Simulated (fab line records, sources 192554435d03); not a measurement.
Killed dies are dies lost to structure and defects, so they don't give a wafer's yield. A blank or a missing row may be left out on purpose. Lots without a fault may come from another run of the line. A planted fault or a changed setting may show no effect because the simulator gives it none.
Split-lot experiment | flow n5_finfet | 7 lots, 21 wafers read, on a route of 1938 steps

THE SPLIT
At N5_BEOL_M15_COAT_04 (resist thk 800 nm), the setting spin_rpm was moved away from the recipe's 1704 rpm on 9 of the 21 wafers read, by -8.0% to +11.2%. The other wafers ran this setting at the recipe's value.

FROM THE SPLIT TO THE READING: what the file shows between them, 3 steps
- N5_BEOL_M15_EBR_06
- N5_BEOL_M15_SOFTBAKE_05: time 60 s
- N5_BEOL_M15_DESCUM_15: chemistry O2, time 7.9 s

THE READING
coat_of_BEOL_M15_COAT_04.thk_nm (the simulator's own value, which no gauge read), in nm, at N5_BEOL_M15_ETCH_59 (etches BARC in N2/H2, target depth 89 nm, overetch 26.7 nm, time 67.9 s). The file gives no usual value for it. The 12 wafers here that ran the recipe average 716.9 nm, standard deviation 2.4 nm.

wafer  | tool, chamber at the split | spin_rpm as run, rpm | against the recipe | coat_of_BEOL_M15_COAT_04.thk_nm, nm | against lot-mates on the recipe
L074.1 | litho_track-05, 0          | 1704                 | recipe             | 720.2                               | -
L074.3 | litho_track-05, 0          | 1704                 | recipe             | 718.6                               | -
L074.6 | litho_track-05, 0          | 1600                 | -6.1%              | 743                                 | +23.6
L080.2 | litho_track-01, 0          | 1704                 | recipe             | 718.4                               | -
L080.3 | litho_track-01, 0          | 1704                 | recipe             | 720.6                               | -
L080.5 | litho_track-01, 0          | 1704                 | recipe             | 715.4                               | -
L091.3 | litho_track-05, 0          | 1704                 | recipe             | 718.2                               | -
L091.4 | litho_track-05, 0          | 1568                 | -8.0%              | 751                                 | +33.7
L091.5 | litho_track-05, 0          | 1704                 | recipe             | 716.4                               | -
L089.2 | litho_track-04, 0          | 1704                 | recipe             | 715.6                               | -
L089.4 | litho_track-04, 0          | 1704                 | recipe             | 717.4                               | -
L089.6 | litho_track-04, 0          | 1647                 | -3.3%              | 730.2                               | +13.7
L092.3 | litho_track-04, 0          | 1895                 | +11.2%             | 672.6                               | -39.2
L092.4 | litho_track-04, 0          | 1895                 | +11.2%             | 669.4                               | -42.4
L092.6 | litho_track-04, 0          | 1704                 | recipe             | 711.8                               | -
L093.1 | litho_track-04, 0          | 1704                 | recipe             | 716.2                               | -
L093.4 | litho_track-04, 0          | 1779                 | +4.4%              | 701.4                               | -14.8
L093.5 | litho_track-04, 0          | 1779                 | +4.4%              | 700.8                               | -15.4
L097.1 | litho_track-01, 0          | 1704                 | recipe             | 713.8                               | -
L097.4 | litho_track-01, 0          | 1835                 | +7.7%              | 689.2                               | -24.6
L097.5 | litho_track-01, 0          | 1835                 | +7.7%              | 691.4                               | -22.4

THE FIT
A straight line over all 21 wafers: coat_of_BEOL_M15_COAT_04.thk_nm changes by -3.98 nm for each +1% of spin_rpm; r = -0.99; the points scatter about the line by 2.5 nm.
The same after taking each lot's own level away (the mean of its wafers on the recipe; 21 wafers): -3.64 nm for each +1%; r = -0.99; scatter 2 nm.
On that fit, the largest move of spin_rpm shifts the reading by 41 nm.
The lots' own levels span 711.80 to 719.40 nm, that is 3.1 times the standard deviation above.
So the lot-to-lot level changes the slope little: the two slopes agree.
Check: with one of the wafers moved furthest among these (+11.2%) left out of the fit, the line predicts -40.1 nm for it against its lot-mates. It came out at -39.2 nm against them.

OTHER SPLITS ON THESE WAFERS
These wafers also went through other splits before the reading. Each is held against what the fit with the lots' levels taken away leaves over:
other split on the same wafers    | wafers away from the commonest value | r with coat_of_BEOL_M15_COAT_04.thk_nm (lot level and that fit taken away)
N5_BEOL_M14_TRENCH_ETCH_34 time_s | 5                                    | +0.46
N5_BEOL_M15_ILD_DEP_00 time_s     | 6                                    | -0.12

THE WHOLE CHAIN: every reading that the file lists as answering this split, in the file's order
step                | what it does                                                            | reading                                                                          | change (the file's fit)              | r (the file's)
N5_BEOL_M15_COAT_04 | resist thk 800 nm                                                       | coat_of_BEOL_M15_COAT_04.thk_nm (the simulator's own value, which no gauge read) | -3.82 nm for each +1% of the setting | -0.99
N5_BEOL_M15_ETCH_59 | etches BARC in N2/H2, target depth 89 nm, overetch 26.7 nm, time 67.9 s | coat_of_BEOL_M15_COAT_04.thk_nm (the simulator's own value, which no gauge read) | -3.68 nm for each +1% of the setting | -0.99

THE FILE'S OWN FIT
coat_of_BEOL_M15_COAT_04.thk_nm changes by -3.68 nm for each +1% of spin_rpm, r = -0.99.
